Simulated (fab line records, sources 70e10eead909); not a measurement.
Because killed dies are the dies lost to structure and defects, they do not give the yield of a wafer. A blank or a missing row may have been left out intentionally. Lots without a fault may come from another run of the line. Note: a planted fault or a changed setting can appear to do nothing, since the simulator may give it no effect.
Which tool was responsible? | flow nandHarc | Sampling: 11 lots, 33 wafers, 6 of 1302 route steps

## WHAT THE GAUGES READ, wafer by wafer
NHARC_P_GATE_CD_MEAS_26 targets a cd of 120 nm.
lot  | measured     | on       | cdNm (nm)
L352 | day 5 04:54  | cdSem-03 | 120.3 120.3 120.7
L353 | day 5 20:10  | cdSem-03 | 119.8 119.7 118.9
L354 | day 6 07:13  | cdSem-01 | 120.3 120.9 121.1
L357 | day 7 12:58  | cdSem-01 | 120.0 120.8 120.6
L359 | day 8 06:24  | cdSem-02 | 120.6 119.9 120.0
L363 | day 10 04:43 | cdSem-02 | 119.9 119.9 120.3
L367 | day 11 12:18 | cdSem-01 | 119.9 120.6 121.5
L366 | day 11 12:57 | cdSem-03 | 120.7 119.8 120.7
L369 | day 12 07:13 | cdSem-03 | 120.7 120.4 121.3
L372 | day 13 20:05 | cdSem-01 | 120.2 119.8 120.0
L374 | day 14 12:45 | cdSem-01 | 119.9 119.9 119.3

NHARC_P_GATE_CD_MEAS_46 targets a cd of 720 nm.
lot  | measured     | on       | cdNm (nm)
L352 | day 5 18:51  | cdSem-03 | 723.1 724.2 723.5
L353 | day 6 10:17  | cdSem-02 | 721.2 719.8 720.6
L354 | day 6 19:11  | cdSem-02 | 718.0 717.2 718.6
L357 | day 8 03:07  | cdSem-03 | 718.9 717.8 719.5
L359 | day 8 18:20  | cdSem-01 | 721.6 719.8 721.7
L363 | day 10 16:40 | cdSem-02 | 723.6 722.3 722.5
L367 | day 12 00:13 | cdSem-03 | 703.0 702.3 702.8
L366 | day 12 01:02 | cdSem-03 | 719.1 720.4 719.1
L369 | day 12 19:07 | cdSem-02 | 701.3 702.1 699.9
L372 | day 14 08:08 | cdSem-01 | 721.6 721.3 721.7
L374 | day 15 00:46 | cdSem-02 | 722.9 723.3 723.1

NHARC_END_SORT_01.
lot  | measured     | on        | killedAtArray | killedAtOther | killedAtPeriphery | killedDies | killedOpen | killedShort
L367 | day 30 09:01 | prober-02 | 24 27 22      | 0 1 0         | 6 7 11            | 30 35 33   | 4 2 3      | 3 5 0
L369 | day 31 01:24 | prober-02 | 27 24 47      | 0 0 1         | 4 6 10            | 31 30 58   | 4 1 5      | 7 2 2

## WHICH TOOL RAN EACH LOT (tool, then ch and the chambers of the sampled wafers, then the start)
lot  | NHARC_P_GATE_ETCH_104             | NHARC_P_GATE_ETCH_114                        | NHARC_P_GATE_EXPOSE_43
L352 | rieDiel-02 ch 1,2,3, day 5 05:10  | rieDiel-02 ch 0,2,3, day 5 18:42 or earlier  | krfScanner-04 ch 0, day 5 18:42
L353 | rieDiel-11 ch 1,2, day 5 20:26    | rieDiel-11 ch 2,3, day 6 10:07 or earlier    | krfScanner-04 ch 0, day 6 10:07
L354 | rieDiel-02 ch 0,3, day 6 07:30    | rieDiel-02 ch 0,2,3, day 6 19:02 or earlier  | krfScanner-03 ch 0, day 6 19:02
L357 | rieDiel-02 ch 1,2,3, day 7 13:14  | rieDiel-02 ch 0,1,2, day 8 02:58 or earlier  | krfScanner-03 ch 0, day 8 02:58
L359 | rieDiel-04 ch 0,1,3, day 8 06:41  | rieDiel-04 ch 0,2,3, day 8 18:10 or earlier  | krfScanner-04 ch 0, day 8 18:10
L363 | rieDiel-04 ch 0,2,3, day 10 04:59 | rieDiel-04 ch 0,1,2, day 10 16:31 or earlier | krfScanner-01 ch 0, day 10 16:31
L367 | rieDiel-02 ch 0,2, day 11 12:34   | rieDiel-02 ch 0,2,3, day 12 00:04 or earlier | krfScanner-04 ch 0, day 12 00:04
L366 | rieDiel-11 ch 0,2, day 11 13:14   | rieDiel-11 ch 0,2, day 12 00:52 or earlier   | krfScanner-01 ch 0, day 12 00:52
L369 | rieDiel-11 ch 0,1,3, day 12 07:29 | rieDiel-11 ch 0,2,3, day 12 18:58 or earlier | krfScanner-04 ch 0, day 12 18:58
L372 | rieDiel-11 ch 0,1,3, day 13 20:22 | rieDiel-11 ch 0,2,3, day 14 07:58 or earlier | krfScanner-01 ch 0, day 14 07:58
L374 | rieDiel-02 ch 0,1, day 14 13:01   | rieDiel-02 ch 0,1,3, day 15 00:36 or earlier | krfScanner-01 ch 0, day 15 00:36
- NHARC_P_GATE_ETCH_104: etches the open film in CF4/CHF3, target depth 60 nm.
- NHARC_P_GATE_ETCH_114: etches the open film in CF4/O2, target depth 30 nm, overetch 3 nm, time 16.5 s.
- NHARC_P_GATE_EXPOSE_43: exposes mask P NSD, target cd 720 nm.

## AS READ BY THE TOOLS THEMSELVES (means over the sampled wafers that have a number; for cases with no such wafer, the mark the record gives instead)
NHARC_P_GATE_ETCH_104.
lot  | tool       | drypumpMotorCurrentA (A) | oesProductAu (a.u.) | rfFwdPowerW (W) | rfVppV (V) | showerheadPlenumPTorr (Torr) | throttleValvePct (%)
L352 | rieDiel-02 | 6.1                      | 0.958               | 493.2           | 371.8      | 1.61                         | 16.797
L353 | rieDiel-11 | 5.4                      | 0.914               | 494.3           | 372.4      | 1.61                         | 16.801
L354 | rieDiel-02 | 6.1                      | 0.971               | 492.6           | 371.6      | 1.62                         | 16.797
L357 | rieDiel-02 | 6.1                      | 0.937               | 493.0           | 371.6      | 1.61                         | 16.799
L359 | rieDiel-04 | 5.7                      | 0.974               | 490.9           | 372.8      | 1.63                         | 16.801
L363 | rieDiel-04 | 6.2                      | 0.907               | 490.6           | 372.2      | 1.64                         | 16.798
L367 | rieDiel-02 | 6.1                      | 0.942               | 495.4           | 373.2      | 1.64                         | 16.792
L366 | rieDiel-11 | 5.7                      | 0.931               | 492.9           | 371.3      | 1.59                         | 16.800
L369 | rieDiel-11 | 5.8                      | 0.969               | 493.7           | 370.0      | 1.56                         | 16.799
L372 | rieDiel-11 | 5.7                      | 0.970               | 494.4           | 370.3      | 1.56                         | 16.799
L374 | rieDiel-02 | 6.0                      | 0.934               | 494.5           | 372.0      | 1.63                         | 16.797

NHARC_P_GATE_ETCH_114.
lot  | tool       | drypumpMotorCurrentA (A) | oesProductAu (a.u.) | rfFwdPowerW (W) | rfVppV (V) | showerheadPlenumPTorr (Torr) | throttleValvePct (%)
L352 | rieDiel-02 | 6.1                      | 1.001               | 294.3           | 198.9      | 1.39                         | 13.399
L353 | rieDiel-11 | 6.2                      | 0.996               | 293.2           | 197.4      | 1.34                         | 13.400
L354 | rieDiel-02 | 6.1                      | 1.014               | 295.6           | 199.1      | 1.39                         | 13.398
L357 | rieDiel-02 | 6.1                      | 1.016               | 295.5           | 198.1      | 1.39                         | 13.399
L359 | rieDiel-04 | 6.2                      | 0.993               | 293.2           | 199.1      | 1.39                         | 13.396
L363 | rieDiel-04 | 5.8                      | 0.998               | 293.9           | 198.0      | 1.35                         | 13.402
L367 | rieDiel-02 | 6.1                      | 1.005               | 294.7           | 199.1      | 1.38                         | 13.395
L366 | rieDiel-11 | 5.6                      | 1.014               | 295.1           | 197.7      | 1.32                         | 13.389
L369 | rieDiel-11 | 5.9                      | 0.996               | 293.6           | 196.4      | 1.32                         | 13.399
L372 | rieDiel-11 | 5.9                      | 0.989               | 294.4           | 196.5      | 1.32                         | 13.398
L374 | rieDiel-02 | 6.1                      | 1.011               | 293.7           | 198.5      | 1.36                         | 13.396

NHARC_P_GATE_EXPOSE_43.
lot  | tool          | exposureDoseMJCm2
L352 | krfScanner-04 | 14.818
L353 | krfScanner-04 | 14.811
L354 | krfScanner-03 | 14.786
L357 | krfScanner-03 | 14.812
L359 | krfScanner-04 | 14.796
L363 | krfScanner-01 | 14.804
L367 | krfScanner-04 | 13.427
L366 | krfScanner-01 | 14.819
L369 | krfScanner-04 | 13.427
L372 | krfScanner-01 | 14.795
L374 | krfScanner-01 | 14.819

## THE ANSWER, worked out from the rows above alone
Rule: the usual values come from the lots themselves. Put in order of their means at a reading, lots are off if they are a third of the lots or fewer, leave a main group of 4 or more, and stand apart from it by a gap of 3 or more times the standard deviation of the main group's means; of several such gaps the widest counts. Not used: any main group whose means are identical at the precision the tables above print for the reading. Also off: a lot with no number at a reading for which 4 or more lots have one. Where the step has rows for the other lots, those lots are counted as sound. Order of review: gauges by route order, followed by the tools' own readings, for which a lot's mean as printed above is used. The first step at which some lot is off is used, and at that step the reading that is off furthest; a lot without a number counts as furthest.
Off, at NHARC_P_GATE_CD_MEAS_46 on cdNm: L367, L369. For the main group the mean is 721.0 nm and the standard deviation 1.9.
If a tool, at a process step before that reading, ran all the lots that are off and no sound lot after the first of them, it fits. Not tried: the gauges at NHARC_P_GATE_CD_MEAS_46; whatever is off there is also off at NHARC_P_GATE_EXPOSE_43, on other tools, and gauge error can't account for it. NHARC_P_GATE_ETCH_114: start missing for some lots; hours and lot order therefore follow NHARC_P_GATE_EXPOSE_43. One fits: krfScanner-04 at NHARC_P_GATE_EXPOSE_43. A fault onset in the window from L359 (day 8 18:10, its last sound lot) to L367 (day 12 00:04, its first lot off) fits.
On the lots that are off, the tool's own readings at NHARC_P_GATE_EXPOSE_43 differ by more than 5 times the standard deviation of the sound lots' means, which bears it out; exposureDoseMJCm2 reads 13.427 there versus 14.807 on the sound lots.

## WHAT WAS PUT IN BY THE SIMULATOR
Process parameters drifting: krfScanner-04 at NHARC_P_GATE_EXPOSE_43, beginning at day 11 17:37. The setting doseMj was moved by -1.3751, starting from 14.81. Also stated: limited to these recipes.
Shown lots that were struck: L367, L369. This agrees with what the rule above found.
